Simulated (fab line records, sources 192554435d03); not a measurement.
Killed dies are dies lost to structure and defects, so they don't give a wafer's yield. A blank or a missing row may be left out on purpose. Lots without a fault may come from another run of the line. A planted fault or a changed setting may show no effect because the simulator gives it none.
Which tool did it? | flow n5_finfet | 8 lots, 24 wafers sampled, at 5 steps of a route of 1938

WHAT THE GAUGES READ, wafer by wafer
N5_BEOL_M4_RC_MEAS_101.
lot  | measured     | on        | IOFF_N_LONG (nA/um)
L967 | day 8 14:34  | prober-02 | 5.87e-05 5.83e-05 5.94e-05
L971 | day 9 05:38  | prober-01 | 0.0001317 5.15e-05 5.25e-05
L976 | day 11 06:55 | prober-02 | 0.0001427 5.49e-05 0.000139
L979 | day 11 18:47 | prober-02 | 5.51e-05 5.5e-05 5.64e-05
L981 | day 12 08:54 | prober-02 | 5.56e-05 5.55e-05 5.7e-05
L982 | day 12 12:41 | prober-02 | 5.41e-05 5.21e-05 5.27e-05
L987 | day 13 21:52 | prober-02 | 5.35e-05 5.44e-05 5.33e-05
L988 | day 13 15:49 | prober-02 | 5.79e-05 5.74e-05 5.86e-05

WHICH TOOL RAN EACH LOT (tool, then ch and the chambers of the sampled wafers, then the start)
lot  | N5_HKMG_FIN_STRIP_34              | N5_HKMG_FIN_ALD_91                 | N5_HKMG_FIN_STRIP_88                | N5_HKMG_FIN_STRIP_69
L967 | rie_diel-05 ch 0,1,3, day 4 15:46 | ald_metal-03 ch 0,2,3, day 4 16:28 | plasma_asher-02 ch 0,1, day 4 17:04 | plasma_asher-02 ch 0,1, day 4 18:15
L971 | rie_diel-05 ch 1,2,3, day 5 12:44 | ald_metal-03 ch 0,1,2, day 5 13:28 | plasma_asher-02 ch 0,1, day 5 14:03 | plasma_asher-02 ch 0,1, day 5 15:14
L976 | rie_diel-03 ch 0,3, day 6 22:45   | ald_metal-03 ch 1,3, day 6 23:27   | plasma_asher-02 ch 0,1, day 7 00:03 | plasma_asher-01 ch 0,1, day 7 01:14
L979 | rie_diel-03 ch 1,2, day 7 15:16   | ald_metal-01 ch 1,2,3, day 7 15:58 | plasma_asher-01 ch 0, day 7 16:35   | plasma_asher-01 ch 0, day 7 17:46
L981 | rie_diel-04 ch 1,3, day 8 02:52   | ald_metal-01 ch 1,2,3, day 8 03:34 | plasma_asher-01 ch 0,1, day 8 04:17 | plasma_asher-01 ch 0,1, day 8 05:28
L982 | rie_diel-05 ch 2,3, day 8 11:05   | ald_metal-01 ch 0,1, day 8 11:52   | plasma_asher-01 ch 0, day 8 12:27   | plasma_asher-01 ch 1, day 8 13:39
L987 | rie_diel-05 ch 1,2, day 9 16:43   | ald_metal-02 ch 0,1,2, day 9 17:25 | plasma_asher-02 ch 1, day 9 18:02   | plasma_asher-02 ch 0,1, day 9 19:13
L988 | rie_diel-04 ch 0,1,3, day 9 20:08 | ald_metal-02 ch 2,3, day 9 20:50   | plasma_asher-02 ch 0,1, day 9 21:26 | plasma_asher-01 ch 0,1, day 9 22:38
- N5_HKMG_FIN_STRIP_34: strips in CF4.
- N5_HKMG_FIN_ALD_91: deposits TiN, target thk 1 nm, pulse time 1 s, purge time 3 s.
- N5_HKMG_FIN_STRIP_88: strips in N2/H2, time 360 s.
- N5_HKMG_FIN_STRIP_69: strips in N2/H2, time 360 s.

THE ANSWER, worked out from the rows above alone
Rule: what is usual is taken from the lots themselves. Put in order of their means at a reading, lots are off if they are a third of the lots or fewer, leave a main group of 4 or more, and stand apart from it by a gap of 3 or more times the standard deviation of the main group's means; of several such gaps the widest counts. A main group whose means are all the same, to the digits that the tables above print for the reading, isn't used. A lot without any number at a reading at which 4 lots or more have one is off too. The other lots that the step has rows for count as sound.
Off: L971, L976, at N5_BEOL_M4_RC_MEAS_101 (IOFF_N_LONG). The main group: mean 5.58e-05 nA/um, standard deviation 2.1e-06.
A tool fits if, at a process step before that reading, it ran every lot that is off, and no sound lot after the first of them. The gauges at N5_BEOL_M4_RC_MEAS_101 are tried like those tools. One fits: ald_metal-03 at N5_HKMG_FIN_ALD_91. Its last sound lot is L967 (day 4 16:28), its first lot that is off L971 (day 5 13:28): a fault that began between those two fits.

WHAT THE SIMULATOR HAD PUT IN
Process parameter drift: ald_metal-03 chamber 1, from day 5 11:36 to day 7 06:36, at N5_HKMG_FIN_ALD_91. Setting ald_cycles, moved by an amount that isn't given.
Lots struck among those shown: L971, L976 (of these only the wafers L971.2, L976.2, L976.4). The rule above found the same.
